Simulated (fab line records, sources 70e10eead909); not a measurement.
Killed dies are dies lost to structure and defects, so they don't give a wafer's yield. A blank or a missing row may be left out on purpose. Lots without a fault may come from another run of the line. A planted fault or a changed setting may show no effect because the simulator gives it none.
Chamber matching | flow nand_harc | NHARC_A_STAIRCASE_DESCUM_270 on rie_diel-02: 4 sister chambers
The step chemistry O2, time 3 s. 16 wafers are shown with their chamber, then 8 later ones without.

WAFERS WITH THEIR CHAMBER
wafer  | chamber | showerhead_plenum_p_Torr (Torr) | drypump_motor_current_A (A) | rf_vpp_V (V)
L075.2 | 3       | 2.06                            | 5.9                         | 58.7
L075.5 | 0       | 1.81                            | 6.2                         | 58.5
L075.6 | 3       | 2.06                            | 5.9                         | 59.2
L079.1 | 1       | 1.86                            | 6.0                         | 57.3
L079.5 | 0       | 1.80                            | 6.3                         | 56.1
L079.6 | 3       | 2.06                            | 5.9                         | 58.0
L081.2 | 1       | 1.86                            | 5.9                         | 58.4
L081.3 | 0       | 1.80                            | 6.2                         | 57.5
L081.5 | 2       | 1.78                            | 5.1                         | 57.2
L083.1 | 3       | 2.05                            | 5.9                         | 57.1
L083.3 | 0       | 1.80                            | 6.2                         | 57.5
L083.6 | 0       | 1.80                            | 6.2                         | 58.6
L091.2 | 3       | 2.04                            | 5.9                         | 58.8
L091.5 | 1       | 1.84                            | 5.9                         | 57.1
L091.6 | 0       | 1.79                            | 6.2                         | 57.9
L096.1 | 3       | 2.04                            | 6.0                         | 58.8

SIGNATURES (means of the wafers above)
reading                  | chamber 0 | chamber 1 | chamber 2 | chamber 3 | scatter within a chamber
showerhead_plenum_p_Torr | 1.8000    | 1.8533    | 1.7800    | 2.0517    | 0.0089
drypump_motor_current_A  | 6.217     | 5.933     | 5.100     | 5.917     | 0.0441
rf_vpp_V                 | 57.683    | 57.600    | 57.200    | 58.433    | 0.817
Rule: a wafer's distance from a chamber is the root of the sum, over the readings, of the square of ((its reading less the chamber's mean) divided by the reading's scatter). The wafer belongs to the nearest chamber; if the next one is less than 2 further off, it can't be placed. The scatter: the root of (the sum of the squares of (reading less its chamber's mean) over the shown wafers, divided by (wafers less chambers)).

WAFERS WITHOUT THEIR CHAMBER
wafer  | showerhead_plenum_p_Torr (Torr) | drypump_motor_current_A (A) | rf_vpp_V (V)
L096.2 | 2.08                            | 5.1                         | 58.0
L096.6 | 2.04                            | 5.9                         | 58.5
L096.3 | 1.84                            | 5.9                         | 59.5
L096.4 | 1.79                            | 6.2                         | 56.5
L096.5 | 2.08                            | 5.1                         | 58.3
L097.1 | 2.07                            | 5.1                         | 59.3
L097.5 | 1.84                            | 6.0                         | 58.1
L097.6 | 1.78                            | 6.2                         | 56.5

WHICH CHAMBER EACH WENT THROUGH
wafer  | from the rows above | in truth
L096.2 | 3                   | 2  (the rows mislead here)
L096.6 | 3                   | 3
L096.3 | 1                   | 1
L096.4 | 0                   | 0
L096.5 | 3                   | 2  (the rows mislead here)
L097.1 | 3                   | 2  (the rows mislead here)
L097.5 | 1                   | 1
L097.6 | 0                   | 0
Placed correctly: 5 of 8. Can't be placed from these rows: 0. Placed wrongly: 3.
